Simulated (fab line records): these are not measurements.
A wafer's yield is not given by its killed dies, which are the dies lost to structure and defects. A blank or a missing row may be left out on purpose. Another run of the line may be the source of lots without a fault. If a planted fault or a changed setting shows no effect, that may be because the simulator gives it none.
Code-filled problem report in 8D (eight disciplines) form -- flow nand harc -- the parts of the form that need people (team, actions taken, sign-off) are left out

1. WHAT IS WRONG
At NHARC_A_M0_SOFTBAKE_04, heater power total W averages 190.72 W over 9 wafers from 3 lots, while fault-free wafers read 188.45 W, standard deviation 0.14. That is +16 standard deviations from the usual mean.
The step: time 55 s.
First seen on wafer L463.3, day 29 22:00, on litho track-01. At this step, 36 wafers from 12 lots have a number in the record. By rule, "out" or "out of limits" means more than 4 standard deviations away from the usual mean. The rest of the wafers with a number are treated as sound.

2. WHAT IT IS, AND WHAT IT ISN'T
question,is,is not
which readings at this step,heater power total W,chill plate temp C
which lots,"L462, L463, L464","L448, L450, L452, L454, L456, L459, L465, L468, L469"
which wafers of those lots,all that have a number,-
read on which tools,litho track-01,"litho track-04, litho track-06"
when,from day 29 22:00,"up to then (18 sound wafers); but 9 sound wafers of L465, L468, L469 came after"

3. SUSPECTS, AND WHAT RULES EACH OUT
Counting: a tool at a process step up to the reading stays a suspect if it ran every lot that is out and no sound lot after the first of them.
- litho track-01 at NHARC_A_M0_SOFTBAKE_04 (time 55 s): kept. All lots that are out passed through it, beginning with L463 at day 29 22:00, and no sound lot followed; its final sound lot before that point was L459 at day 28 01:00. On those wafers its own readings are out: heater power total W.
Remaining after the count: litho track-01 at NHARC_A_M0_SOFTBAKE_04.

4. THE CAUSE (what the simulator had put in)
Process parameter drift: litho track-01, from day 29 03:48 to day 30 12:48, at NHARC_A_M0_SOFTBAKE_04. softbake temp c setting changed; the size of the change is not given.
The count eliminated every tool but this one.

5. THE CHAIN OF EFFECTS, in route order
Each row: a reading whose mean over the struck wafers that have a number lies more than 3 standard deviations from the usual. Scope: only readings with a usual standard deviation given in the record; hours: median across lots of the time from each lot's start at the first step in this table that gives one to its start at this step; sigmas: change in usual standard deviations.
hours,step,reading,usual,on struck wafers,change,sigmas
0,NHARC_A_M0_SOFTBAKE_04,heater power total W,188.45 W,190.72,+2.27,+16
The process steps in it:
- NHARC_A_M0_SOFTBAKE_04: time 55 s.

6. WHAT WOULD HAVE CAUGHT IT SOONER
In this record no reading fell out of limits until day 29 22:00, 18 hours after the fault had begun at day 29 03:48.
